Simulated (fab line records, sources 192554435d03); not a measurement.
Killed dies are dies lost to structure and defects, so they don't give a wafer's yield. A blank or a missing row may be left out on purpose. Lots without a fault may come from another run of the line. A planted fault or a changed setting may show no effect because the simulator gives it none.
fab line records | flow n5_finfet | part 2 of 2: steps 19 to 26 of 26
record lots=5 wafers=15 last_day=16
route steps=1938 shown GATE_CUT@465
lots that met no fault: from a run of the same line without faults
start_h: hours from the record's first day to the start of the lot's first wafer shown | wait_h: hours since the lot's step before | " the same as in the row above | L1.1+2: a row that stands for several wafers | - no value, or no start given | * or withheld: withheld | < > ~ a bound
route shown NAME@n: a module of which the file shows steps, and the number in the route of the first | usual: mean/standard deviation of fault-free wafers | same: alike in all rows | chamber/n: place in a boat | sites: the reading at each site | _std_site: their standard deviation | _edge_site: outer sites' mean less inner sites' | radius_mm: how far each site lies from the wafer's centre | mask NAME#n: copy n | behind: the tool/chamber that last shaped the wafer | hold: why the lot was held/for how many hours/how that ended | device: the transistor (n, p or np) that didn't switch | end of line: the same wafers' tests at the end of the route | a step without rows: its recipe alone | killed: dies lost to structure and defects at the first sort, not the wafer's yield | map: a wafer's dies, x killed, . not, _ none there
set.NAME: the setting as run; set.NAME@STEP: as run at that earlier step | model.NAME: the simulator's own value behind a step, which no gauge read
lots at some steps of the route; a table a step, a row a wafer
services: from which hour (start_h, from the record's first day; less than 0 if before it) a tool's chamber was out of use, for how many hours, and why
## steps
# step N5_GATE_CUT_EXPOSE_10
# recipe mask_id=GATE_CUT na=0.33 source_shape=annular sigma_inner=0.35 sigma_outer=0.8 polarization=unpolarized target_cd_nm=20 dose_mj=43.25
# usual stage_msd_nm=0.853/0.0061
# columns lot.wafer tool chamber start_h wait_h mask stage_msd_nm
L085.1 euv_scanner-02 0 150.53 - GATE_CUT#0 0.848
L085.5 " 0 " " GATE_CUT#0 0.847
L085.6 " 0 " " GATE_CUT#0 0.849
L089.4 euv_scanner-01 0 173.49 - GATE_CUT#0 0.858
L089.5 " 0 " " GATE_CUT#0 0.858
L089.6 " 0 " " GATE_CUT#0 0.859
L091.1 euv_scanner-02 0 187.41 - GATE_CUT#0 0.852
L091.4 " 0 " " GATE_CUT#0 0.855
L091.6 " 0 " " GATE_CUT#0 0.851
L092.1 euv_scanner-02 0 189.83 - GATE_CUT#0 0.854
L092.3 " 0 " " GATE_CUT#0 0.852
L092.5 " 0 " " GATE_CUT#0 0.854
L094.1 euv_scanner-01 0 203.12 - GATE_CUT#0 0.859
L094.5 " 0 " " GATE_CUT#0 0.859
L094.6 " 0 " " GATE_CUT#0 0.863
# step N5_GATE_CUT_PEB_11
# recipe peb_temp_c=100 peb_time_s=60 resist=CAR-EUV
# usual resist_line_temp_C=22.98/0.11
# columns lot.wafer tool chamber start_h wait_h resist_line_temp_C
L085.1 litho_track-04 0 150.60 0.1 23.02
L085.5 " 0 " " 23.09
L085.6 " 0 " " 23.25
L089.4 litho_track-04 0 173.53 0.0 22.88
L089.5 " 0 " " 22.79
L089.6 " 0 " " 22.92
L091.1 litho_track-04 0 187.48 0.1 22.93
L091.4 " 0 " " 23.05
L091.6 " 0 " " 22.97
L092.1 litho_track-03 0 189.90 0.1 23.00
L092.3 " 0 " " 23.02
L092.5 " 0 " " 23.01
L094.1 litho_track-04 0 203.19 0.1 22.97
L094.5 " 0 " " 22.83
L094.6 " 0 " " 22.91
# step N5_GATE_CUT_DEVELOP_12
# recipe develop_time_s=30 developer=TMAH resist=CAR-EUV rinse_liquid=surfactant_rinse dry=air_spin dev_temp_c=23
# usual resist_line_temp_C=22.99/0.11
# columns lot.wafer tool chamber start_h wait_h resist_line_temp_C
L085.1 litho_track-04 0 - - 22.91
L085.5 " 0 " " 22.81
L085.6 " 0 " " 22.87
L089.4 litho_track-04 0 - - 23.13
L089.5 " 0 " " 23.03
L089.6 " 0 " " 23.05
L091.1 litho_track-04 0 - - 22.93
L091.4 " 0 " " 22.99
L091.6 " 0 " " 22.99
L092.1 litho_track-03 0 - - 23.07
L092.3 " 0 " " 23.01
L092.5 " 0 " " 22.94
L094.1 litho_track-04 0 - - 23.08
L094.5 " 0 " " 23.09
L094.6 " 0 " " 23.00
# step N5_GATE_CUT_CD_MEAS_13
# recipe target_cd_nm=20 landing_energy_ev=500 detector=se_inlens
# usual cd_nm=19.98/0.23
# columns lot.wafer tool chamber start_h wait_h cd_nm
L085.1 cd_sem-02 0 150.67 - 20.17
L085.5 " 0 " " 20.18
L085.6 " 0 " " 19.97
L089.4 cd_sem-03 0 173.60 - 19.80
L089.5 " 0 " " 20.24
L089.6 " 0 " " 19.77
L091.1 cd_sem-02 0 187.55 - 19.69
L091.4 " 0 " " 20.19
L091.6 " 0 " " 19.83
L092.1 cd_sem-02 0 189.97 - 20.07
L092.3 " 0 " " 19.98
L092.5 " 0 " " 20.35
L094.1 cd_sem-02 0 203.26 - 20.21
L094.5 " 0 " " 19.40
L094.6 " 0 " " 20.24
# step N5_GATE_CUT_OVL_MEAS_14
# recipe points_per_wafer=522
# usual GATE_CUT_OVL=-0.1/0.63
# columns lot.wafer tool chamber start_h wait_h GATE_CUT_OVL[nm]
L085.1 overlay-01 0 150.70 0.0 -0.3
L085.5 " 0 " " -0.4
L085.6 " 0 " " -0.3
L089.4 overlay-01 0 173.65 0.0 0.1
L089.5 " 0 " " -0.5
L089.6 " 0 " " -0.1
L091.1 overlay-01 0 187.58 0.0 0.7
L091.4 " 0 " " 1.0
L091.6 " 0 " " 1.1
L092.1 overlay-01 0 190.00 0.0 1.1
L092.3 " 0 " " 0.4
L092.5 " 0 " " 0.2
L094.1 overlay-01 0 203.29 0.0 -0.8
L094.5 " 0 " " 0.8
L094.6 " 0 " " 0.2
# step N5_GATE_CUT_INSPECT_15
# recipe mode=adi inspect_instrument=brightfield
# usual raw_defect_count=122/36
# columns lot.wafer tool chamber start_h wait_h raw_defect_count
L085.1 defect_inspect-02 - 150.76 0.1 106
L085.5 " - " " 107
L085.6 " - " " 84
L089.4 defect_inspect-02 - 173.69 0.0 217
L089.5 " - " " 161
L089.6 " - " " 188
L091.1 defect_inspect-02 - 187.64 0.1 108
L091.4 " - " " 95
L091.6 " - " " 110
L092.1 defect_inspect-01 - 190.06 0.1 137
L092.3 " - " " 149
L092.5 " - " " 170
L094.1 defect_inspect-02 - 203.35 0.1 177
L094.5 " - " " 65
L094.6 " - " " 78
# step N5_GATE_CUT_DESCUM_18
# recipe chemistry=O2 time_s=7 source_power_w=50 bias_power_w=20 pressure_mtorr=20 rf_frequency_hz=2.712e+07 temp_c=40 resist=CAR-EUV o2_flow_sccm=225
# usual drypump_motor_current_A=5.4/0.47 oes_product_au=0.76/0.054 rf_vpp_V=242.5/1.5 showerhead_plenum_p_Torr=2.05/0.08 temp_c=39.99/0.12 throttle_valve_pct=20.35/0.16
# columns lot.wafer tool chamber start_h wait_h drypump_motor_current_A oes_product_au rf_hours_counter_h rf_vpp_V showerhead_plenum_p_Torr temp_c throttle_valve_pct
L085.1 rie_diel-02 2 150.79 0.0 5.1 0.75 151 241.1 1.99 40.16 20.26
L085.5 " 0 " " 5.3 0.89 - 244.2 2.23 39.86 20.10
L085.6 " 1 " " 6.3 0.78 - 241.7 2.01 39.86 20.23
L089.4 rie_diel-02 0 173.72 0.0 5.2 0.86 45 245.0 2.22 39.97 20.12
L089.5 " 1 " " 6.3 0.77 - 242.4 2.01 40.01 20.25
L089.6 " 2 " " 5.1 0.75 - 242.9 1.99 40.01 20.27
L091.1 rie_diel-01 1 187.67 0.0 4.7 0.71 192 244.3 2.16 39.92 20.64
L091.4 " 0 " " 5.4 0.78 109 240.8 1.93 39.88 20.21
L091.6 " 0 " " 5.4 0.78 - 240.4 1.93 39.98 20.21
L092.1 rie_diel-02 3 190.18 0.1 5.9 0.77 142 241.4 2.10 39.87 20.38
L092.3 " 1 " " 6.3 0.77 152 240.8 2.01 39.90 20.24
L092.5 " 3 " " 5.9 0.76 - 243.7 2.10 39.75 20.39
L094.1 rie_diel-06 1 203.39 0.0 4.9 0.76 151 241.7 2.01 40.00 20.45
L094.5 " 0 " " 5.5 0.72 - 242.9 2.08 40.02 20.69
L094.6 " 1 " " 4.9 0.76 - 241.1 2.01 40.19 20.46
# step N5_GATE_CUT_ETCH_28
# recipe chemistry=N2/H2 target=underlayer target_depth_a=130 mask_material=CAR-EUV time_s=10.4 ion_energy_ev=200 pressure_mtorr=30 source_w=840 bias_w=150 n2_flow_sccm=200 h2_flow_sccm=200 ends=cleared
# usual drypump_motor_current_A=5.4/0.47 etch_rf_on_time_s=10.39/0.14 n2_flow_sccm=200.0/0.62 oes_product_au=0.65/0.047 rf_vpp_V=522.5/2.7 showerhead_plenum_p_Torr=2.49/0.094 throttle_valve_pct=17.83/0.19
# columns lot.wafer tool chamber start_h wait_h drypump_motor_current_A etch_rf_on_time_s n2_flow_sccm oes_product_au rf_hours_counter_h rf_vpp_V showerhead_plenum_p_Torr throttle_valve_pct
L085.1 rie_diel-02 2 150.83 0.0 5.1 10.47 199.0 0.64 151 522.3 2.44 17.79
L085.5 " 0 " " 5.2 10.41 199.9 0.76 - 528.6 2.70 17.57
L085.6 " 1 " " 6.3 10.43 199.7 0.67 - 520.0 2.45 17.70
L089.4 rie_diel-02 0 173.75 0.0 5.2 10.31 199.2 0.75 45 530.1 2.70 17.56
L089.5 " 1 " " 6.3 10.44 201.0 0.66 - 521.5 2.44 17.71
L089.6 " 2 " " 5.1 10.48 199.8 0.64 - 522.0 2.43 17.80
L091.1 rie_diel-01 1 187.70 0.0 4.7 10.27 198.2 0.61 192 524.5 2.63 18.06
L091.4 " 0 " " 5.4 10.09 200.5 0.68 109 518.2 2.35 17.64
L091.6 " 0 " " 5.4 10.15 201.0 0.68 - 519.4 2.35 17.65
L092.1 rie_diel-02 3 190.22 0.0 5.9 10.09 200.0 0.67 142 523.9 2.54 17.76
L092.3 " 1 " " 6.3 10.21 201.2 0.67 152 520.7 2.44 17.73
L092.5 " 3 " " 5.9 10.24 200.4 0.66 - 522.5 2.54 17.74
L094.1 rie_diel-06 1 203.42 0.0 5.0 10.47 200.1 0.65 151 521.2 2.44 17.85
L094.5 " 0 " " 5.6 10.65 200.1 0.61 - 523.4 2.54 18.26
L094.6 " 1 " " 5.0 10.39 199.8 0.66 - 521.4 2.44 17.84
## services
# columns tool chamber start_h hours kind
rie_diel-02 3 125.78 8.9 repair
ald_sin-03 - 126.31 2.5 repair
cmp-02 - 126.50 6.1 repair
rie_metal-01 0 133.73 - clean
rie_metal-01 0 133.73 22.1 scheduled_down
rie_metal-01 0 133.73 22.1 vent_cycle
ald_sin-04 2 133.92 6.5 repair
euv_scanner-02 - 141.03 5.8 pm
ald_sin-01 3 144.39 2.6 repair
pecvd-04 1 147.43 2.1 scheduled_down
cmp-02 - 147.75 2.2 repair
ald_sin-04 - 148.08 6.1 pm
euv_scanner-01 - 149.82 1.0 pm
litho_track-04 - 155.55 - consumable_replace:filter
pecvd-01 - 160.29 28.1 pm
rie_diel-06 0 161.86 8.2 repair
euv_scanner-02 - 162.24 1.0 pm
cmp-04 - 164.33 7.0 pm
ald_sin-04 1 167.78 6.5 repair
rie_metal-01 0 170.61 11.9 repair
ald_sin-01 - 177.73 14.0 pm
rie_metal-02 1 187.87 1.7 repair
cmp-01 - 199.18 4.0 pm
pecvd-03 2 202.38 - clean
